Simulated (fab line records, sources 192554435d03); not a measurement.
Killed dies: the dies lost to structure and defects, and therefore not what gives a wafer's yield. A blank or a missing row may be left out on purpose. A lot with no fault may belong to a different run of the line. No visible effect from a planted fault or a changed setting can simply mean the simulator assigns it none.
fab line records ; flow n5_finfet
[record] lots = 4; wafers = 12; last_day = 15
route steps=1938 shown BEOL_M7@1312 BEOL_M8@1332 PASSIVATION@1936
lots untouched by any fault: they come from a run of this same line in which no faults occurred
start_h: hours from the record's first day to the start of the lot's first wafer shown ; wait_h: time in hours since the lot's previous step ; " as in the row above ; L1.1+2: a row that stands for several wafers ; - either no value or no given start ; * or withheld: withheld ; < > ~ a bound
route shown NAME@n: NAME is a module with steps in the file, n the number in the route of the first one ; usual: mean and standard deviation over wafers with no fault ; same: alike in all rows ; chamber/n: place in a boat ; sites: per-site readings ; _std_site: the values' standard deviation ; _edge_site: inner sites' mean taken away from outer sites' mean ; radius_mm: how far each site lies from the wafer's centre ; mask NAME#n: copy n ; behind: the last tool/chamber to shape the wafer ; hold: reason for holding the lot/hours on hold/outcome of the hold ; device: the transistor (n, p or np) that didn't switch ; end of line: tests run on the same wafers once the route is complete ; step lacking rows: just its recipe ; killed: count of dies lost to structure and defects at first sort (not the wafer's yield) ; map: per-die view of a wafer (x killed, . not killed, _ where there is no die)
set.NAME: the run value of the setting; set.NAME@STEP: its run value at that earlier step ; model.NAME: the simulator's own value behind a step, which no gauge read
certain route steps with their lots: each step a table, each wafer a row
[[steps]]
[step N5_BEOL_M7_HM_STRIP_39]
[recipe] chemistry = peroxide_tin_strip; material = TiN; target_depth_a = 250; temp_c = 50; time_s = 158
[step N5_BEOL_M7_SRD_40]
[recipe] time_s = 30; temp_c = 23; rinse_liquid = diw; dry = ipa_marangoni
[step N5_BEOL_M7_PRECLEAN_42]
[recipe] chemistry = residue_remover; time_s = 60; temp_c = 40
[step N5_BEOL_M7_SRD_43]
[recipe] time_s = 30; temp_c = 23; rinse_liquid = diw; dry = ipa_marangoni
[step N5_BEOL_M7_CURE_75]
[recipe] temp_c = 370; time_s = 120; ambient = DMADMS/He; material = SiCOH_lowk
[step N5_BEOL_M7_DEGAS_44]
[recipe] ambient = vacuum; temp_c = 250; time_s = 60
[step N5_BEOL_M7_PRE_CLEAN_45]
[recipe] gas = H2/He; time_s = 30; temp_c = 250
[step N5_BEOL_M7_ALD_77]
[recipe] material = TaN; target_thk_a = 20; temp_c = 275; ald_precursor_family = PDMAT; ald_co_reactant = NH3; pressure_torr = 3; carrier_flow_sccm = 1500; pulse_time_s = 2; purge_time_s = 3; co_reactant_purge_time_s = 2; co_reactant_pulse_time_s = 3; ald_cycles = 40; precursor_vessel_temp_c = 75; precursor_vessel_pressure_torr = 26.25; precursor_vessel_carrier_sccm = 1000
[step N5_BEOL_M7_SURFACE_TREAT_79]
[recipe] gas = Ar; time_s = *; ion_energy_ev = *; ion_current_ma_cm2 = 0.5; pressure_mtorr = *; ar_flow_sccm = 30
[step N5_BEOL_M7_CVD_78]
[recipe] material = Co; target_thk_a = 20; temp_c = withheld; precursor = CCTBA/H2; pressure_torr = 30; time_s = 142.3
[step N5_BEOL_M7_SPUTTER_48]
[recipe] material = Cu; target_thk_a = 100; temp_c = -20; bias_v = 60; power_w = 26000; chamber_pressure_pa = 0.13; time_s = 1.667
[usual] throttle_valve_pct = 29.4/1.1
lot.wafer;tool;chamber;start_h;wait_h;throttle_valve_pct
L639.1;pvd_sputter-03;-;248.89;1.4;29.3
L639.4;pvd_sputter-03;-;248.89;1.4;30.5
L639.6;pvd_sputter-03;-;248.89;1.4;30.2
L642.3;pvd_sputter-01;-;256.60;0.2;29.4
L642.4;pvd_sputter-01;-;256.60;0.2;27.4
L642.5;pvd_sputter-01;-;256.60;0.2;29.6
L646.1;pvd_sputter-03;-;278.96;0.1;29.5
L646.4;pvd_sputter-03;-;278.96;0.1;27.3
L646.6;pvd_sputter-03;-;278.96;0.1;30.4
L647.1;pvd_sputter-03;-;287.61;0.1;30.3
L647.2;pvd_sputter-03;-;287.61;0.1;27.0
L647.4;pvd_sputter-03;-;287.61;0.1;29.3
[step N5_BEOL_M7_ECD_50]
[recipe] material = Cu; target_thk_a = 3000
[step N5_BEOL_M7_ANNEAL_51]
[recipe] temp_c = 225; time_s = 90; ambient = N2
[step N5_BEOL_M7_CMP_52]
[recipe] stop_on = SiCOH_lowk; t_overpolish_s = 6.9; down_force_psi = 1; platen_rpm = 50; clearing_platen_down_force_psi = 1.5; clearing_platen_rpm = 50; post_cmp_clean = cu_alkaline; target_thk_nm = 80; clearing_platen_pad_velocity_m_s = 0.99484; pad_velocity_m_s = 0.99484
[step N5_BEOL_M7_PRE_CLEAN_55]
[recipe] gas = NH3; time_s = 15; temp_c = withheld; rf_power_w = 300
[step N5_BEOL_M7_DEP_56]
[recipe] material = SiCN; target_thk_a = 100; temp_c = withheld; precursor = 3MS/NH3; pressure_torr = 3; rf_w = 202; time_s = 17.5
[step N5_BEOL_M8_ILD_DEP_00]
[recipe] material = SiCOH_lowk; target_thk_a = 1797.5; temp_c = 300; precursor = DEMS/porogen; pressure_torr = 5; rf_w = 500; time_s = 33.4
[step N5_BEOL_M8_CURE_74]
[recipe] temp_c = 385; time_s = 240; ambient = He/Ar; material = SiCOH_lowk
[step N5_BEOL_M8_PECVD_70]
[recipe] material = SiO2; target_thk_a = 200; temp_c = 400; precursor = TEOS/O2; pressure_torr = 5.5; rf_w = 450; teos_flow_sccm = 53.8; gas = O2; flow_sccm = 3000; time_s = 22.7
[step N5_BEOL_M8_HM_DEP_02]
[recipe] material = TiN; target_thk_a = 200; temp_c = 25; chamber_pressure_pa = 0.49996
[step N5_BEOL_M8_COAT_59]
[recipe] resist = SOC; temp_c = 250; time_s = 60; spin_rpm = 1500; resist_thk_nm = 100
[step N5_BEOL_M8_COAT_60]
[recipe] resist = SiARC; temp_c = 220; time_s = 60; spin_rpm = 1500; resist_thk_nm = 35
[step N5_BEOL_M8_COAT_05]
[recipe] resist = CAR-ArF; spin_rpm = 1500; resist_thk_nm = 90
[step N5_BEOL_M8_EBR_07]
[recipe] solvent = PGMEA; ebr_width_mm = 1.5
[step N5_BEOL_M8_SOFTBAKE_06]
[recipe] temp_c = 110; time_s = 60; resist = CAR-ArF
[step N5_BEOL_M8_EXPOSE_08]
[recipe] mask_id = M8; na = 1.35; source_shape = dipole; sigma_inner = 0.817; sigma_outer = 0.97; polarization = te; dose_mj = 68.25
[step N5_BEOL_M8_PEB_09]
[recipe] peb_temp_c = withheld; peb_time_s = 60; resist = CAR-ArF
[step N5_BEOL_M8_DEVELOP_10]
[recipe] develop_time_s = 30; developer = TMAH; resist = CAR-ArF; rinse_liquid = diw; dry = air_spin; dev_temp_c = 23
[step N5_BEOL_M8_DESCUM_16]
[recipe] chemistry = O2; time_s = 7.9; source_power_w = 50; bias_power_w = 20; pressure_mtorr = 20; rf_frequency_hz = 2.712e+07; temp_c = 40; resist = CAR-ArF; o2_flow_sccm = 225
[step N5_BEOL_M8_ETCH_61]
[recipe] chemistry = CF4; target = SiARC; target_depth_a = 455; mask_material = CAR-ArF; time_s = 75.8; ion_energy_ev = 80; pressure_mtorr = 40; source_w = 545; bias_w = 36; Ar_flow_sccm = 100; cf4_flow_sccm = 100; ends = cleared
[step N5_BEOL_M8_ETCH_62]
[recipe] chemistry = N2/H2; target = SOC; target_depth_a = 1100; overetch_a = 220; mask_material = SiARC; temp_c = 40; time_s = 165; ion_energy_ev = 200; pressure_mtorr = 30; source_w = 840; bias_w = 150; n2_flow_sccm = 200; h2_flow_sccm = 200
[step N5_BEOL_M8_STRIP_68]
[recipe] chemistry = N2/H2; temp_c = 40; n2_flow_sccm = 200; h2_flow_sccm = 200; rf_frequency_hz = 6e+07
[step N5_BEOL_M8_STRIP_67]
[recipe] chemistry = CF4; resist = SiARC; power_w = 300; bias_power_w = 75; pressure_mtorr = 50; cf4_flow_sccm = 150; rf_frequency_hz = 6e+07
[step N5_PASSIVATION_PROBE_49]
[usual] defect_limited_yield = 91.3/1.4; killed_at_M0_to_M3 = 36/11; killed_at_M4_up = 13/5.2; killed_at_contacts = 13/6.5; killed_at_front_end = 37/11; killed_at_other = 3.6/2.9; killed_dies = 103/17; killed_on_rim = 13/3.6; killed_open = 68/12; killed_short = 33/7.3; sort_bin_5_function = 5.2/0.91; sort_bin_6_memory = 3.2/0.67; sort_n_pass = 1077/17; sort_yield_pct = 91.3/1.4
[same] gross_dies = 1180; killed_at_back_side = 0; sort_bin_4_leakage[%] = 0; sort_bin_8_speed[%] = 0
lot.wafer;tool;chamber;start_h;wait_h;defect_limited_yield[%];killed_at_M0_to_M3;killed_at_M4_up;killed_at_contacts;killed_at_front_end;killed_at_other;killed_dies;killed_on_rim;killed_open;killed_short;sort_bin_5_function[%];sort_bin_6_memory[%];sort_n_pass;sort_yield_pct[%]
L642.3;prober-01;-;333.03;0.1;90.4;40;14;6;50;3;113;12;68;42;5.8;3.5;1067;90.4
L642.4;prober-01;-;333.08;0.2;90.4;40;20;12;36;5;113;20;79;32;5.4;3.7;1067;90.4
L642.5;prober-01;-;333.13;0.2;91.0;36;14;10;36;10;106;13;72;34;5.2;3.6;1074;91.0
L647.1;prober-01;-;367.10;0.0;85.8;26;97;6;34;5;168;30;56;40;9.5;3.7;1012;85.8
L647.2;prober-01;-;367.15;0.1;85.3;10;122;13;28;0;173;4;35;28;9.9;2.7;1007;85.3
L647.4;prober-01;-;367.25;0.2;82.5;36;122;20;25;4;207;10;67;34;12.7;3.6;973;82.5
L646.1;prober-01;-;367.95;0.0;80.2;41;124;7;49;13;234;20;78;44;12.5;5.5;946;80.2
L646.4;prober-01;-;368.10;0.2;81.4;31;122;9;53;5;220;17;60;42;11.4;4.9;960;81.4
L646.6;prober-01;-;368.20;0.3;86.4;29;75;2;50;4;160;26;62;31;8.3;4.0;1020;86.4
// killed by level:class
L642.3 BEOL_M2:geometric_particle:open=10 STI_FIN_REVEAL:geometric_particle:open=8 ILD0:geometric_particle:open=8 BEOL_M0_SAQP:geometric_particle:open=7 ILD0:geometric_particle:short=7 BEOL_M0_SAQP:geometric_particle:short=7 STI_FIN_REVEAL:geometric_particle:short=6 BEOL_M1:geometric_particle:open=6
L642.4 FIN_SAQP:geometric_particle:open=15 BEOL_M0_SAQP:geometric_particle:short=12 BEOL_M0_SAQP:geometric_particle:open=11 MOL_CONTACT_COAG:geometric_particle:open=10 BEOL_M2:geometric_particle:open=10 BEOL_M5:geometric_particle:open=8 FIN_SAQP:geometric_particle:short=5 STI_FIN_REVEAL:geometric_particle:open=5
L642.5 FIN_SAQP:geometric_particle:open=10 MOL_CONTACT_COAG:geometric_particle:open=9 BEOL_M3:geometric_particle:open=9 FIN_SAQP:geometric_particle:short=8 BEOL_M0_SAQP:geometric_particle:open=8 GATE_CUT:geometric_particle:short=7 BEOL_M0_SAQP:geometric_particle:short=6 BEOL_M4:geometric_particle:open=6
L647.1 BEOL_M7:unspecified=70 BEOL_M4:geometric_particle:open=18 FIN_SAQP:geometric_particle:short=8 BEOL_M0_SAQP:geometric_particle:short=8 FIN_SAQP:geometric_particle:open=6 ILD0:geometric_particle:short=6 MOL_CONTACT_COAG:geometric_particle:open=6 BEOL_M0_SAQP:geometric_particle:open=6
L647.2 BEOL_M7:unspecified=108 MOL_CONTACT_COAG:geometric_particle:open=11 ILD0:geometric_particle:short=8 BEOL_M4:geometric_particle:open=8 FIN_SAQP:geometric_particle:short=7 FIN_SAQP:geometric_particle:open=4 STI_FIN_REVEAL:geometric_particle:open=3 BEOL_M0_SAQP:geometric_particle:short=3
L647.4 BEOL_M7:unspecified=105 MOL_CONTACT_COAG:geometric_particle:open=15 BEOL_M4:geometric_particle:open=9 BEOL_M0_SAQP:geometric_particle:open=8 BEOL_M2:geometric_particle:open=8 BEOL_M0_SAQP:geometric_particle:short=7 BEOL_M1:geometric_particle:open=7 MOL_CONTACT_COAG:geometric_particle:short=5
L646.1 BEOL_M7:unspecified=106 FIN_SAQP:geometric_particle:short=11 BEOL_M0_SAQP:geometric_particle:open=10 FIN_SAQP:geometric_particle:open=7 BEOL_M0_SAQP:geometric_particle:short=7 MOL_CONTACT_COAG:geometric_particle:open=7 BEOL_M2:geometric_particle:open=7 BEOL_M4:geometric_particle:short=6
L646.4 BEOL_M7:unspecified=103 BEOL_M1:geometric_particle:open=11 FIN_SAQP:geometric_particle:short=10 HKMG_FIN:area_etch=8 FIN_SAQP:geometric_particle:open=7 STI_FIN_REVEAL:geometric_particle:open=7 MOL_CONTACT_COAG:geometric_particle:open=7 GATE_CUT:geometric_particle:short=7
L646.6 BEOL_M7:unspecified=63 FIN_SAQP:geometric_particle:open=9 DUMMY_GATE:geometric_particle:open=8 FIN_SAQP:geometric_particle:short=7 STI_FIN_REVEAL:geometric_particle:open=7 BEOL_M1:geometric_particle:open=7 BEOL_M0_SAQP:geometric_particle:open=5 BEOL_M0_SAQP:geometric_particle:short=4
// map L646.1 (x killed, . not)
_________________............________________
______________..x.x............._____________
___________.......xx.......x.....x.__________
__________....x...................x._________
________............x...............x._______
_______xx..x...............x...........______
______.....x.......x.....x...........x.._____
_____..............x.......x.........x...____
____......x......................xx..x....___
___....x....x...x.....x....x............x..__
___....x....x..........x....x.............x__
__................x...x..........x.......x.._
__.........x.....x.x.........x.....x.......x_
_.xx......xxx................x...............
_xx........x.....x....................x...x..
_.......x.................x.......x..........
_......x.........................xxx.........
_................x....x..x..x...............x
_............x.......x..x.x...x.......x......
_..........x....x...xxx......................
_...............x..xxxxxx.x.x.............x..
__............xx..xxxxxxxx.xx.x............._
__.....x...x......xxxxxxxxxx.x...x.x....x..._
___........xx..xxxxxxxxxxxxxx.x......x.....__
___........x....xxxxxxxxxxxx....x...x.....x__
____...........x.xxxxxxxxxxxx......xx.....___
_____...x..x...x.x..x.xxx.xxxxxx.........____
______.......x..x.xxxxxxxxxxx.x....x...._____
_______..........x.xxxxxxx.x........x.x______
________.x....x..x..x..xxx.x...xx....._______
__________.x...x....xx.x..xx........_________
___________..........xx..........x.__________
______________.....x........x.x._____________
_________________.x...x......________________
// map L647.4 (x killed, . not)
_________________...x........________________
______________.....x..xxx.x....._____________
___________.x........x.......x....x__________
__________.......x........x.....x..._________
________.............x.........x......_______
_______......x...........xx............______
______..................x..x...x........_____
_____...............................xx...____
____...x..x....x......x...................___
___............x......x.x.x............x...__
___.................................xx.....__
__...................................x......_
__x....x..........x.x.......x.............x._
_...............................x............
_....x...........................x.........x.
_..................x....x....................
_....x.....x....xx.x.x.......................
_..x.x...............x..x....................
_.........................x........x......x..
_x......x............xxxx................x...
_...x.........x.....xx.xxxx...x..x...........
__................xxxxxxxxxx.x.x.x.........._
__.............x...xxxxxxxxxxx...x.........._
___x.x.....x.x...xxxxxxxxxxxxx.x...........__
___.........x.xx..xxxxxxxxxxx.x..x.........__
____.........x.xxxxxxxxxxxxxxx............___
_____...........x.xxxxxxxxxxx.xx.........____
______x..xx..x.xxxxx.xxxxxxxxx.........._____
_______.....x.....x.xxxxxxxx.....xx....______
________.............xxx.x.........x.._______
__________............x............._________
___________................x.x...x.__________
______________.................._____________
_________________.....x......________________
[[key]]
[first_sign] step = N5_PASSIVATION_PROBE_49; reading = killed_at_M4_up; direction = up; sigmas = 19; usual = 13; struck = 110
[effect] step = N5_PASSIVATION_PROBE_49; reading = defect_limited_yield; direction = down; sigmas = 5.4; usual = 91.3; struck = 83.6
[more_kills_born_at] N5_BEOL_M7_SPUTTER_48@pvd_sputter-03 = 555
met_at N5_BEOL_M7_SPUTTER_48
struck_wafers L646.1,L646.4,L646.6,L647.1,L647.2,L647.4
onset_between 248.89 278.96
also_fits time
[fault] kind = chamber_particle_source; tool = pvd_sputter-03; chamber = -; onset_h = 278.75; steps = N5_BEOL_M7_SPUTTER_48; rate_per_visit_cm2 = 0.50825; end_h = 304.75
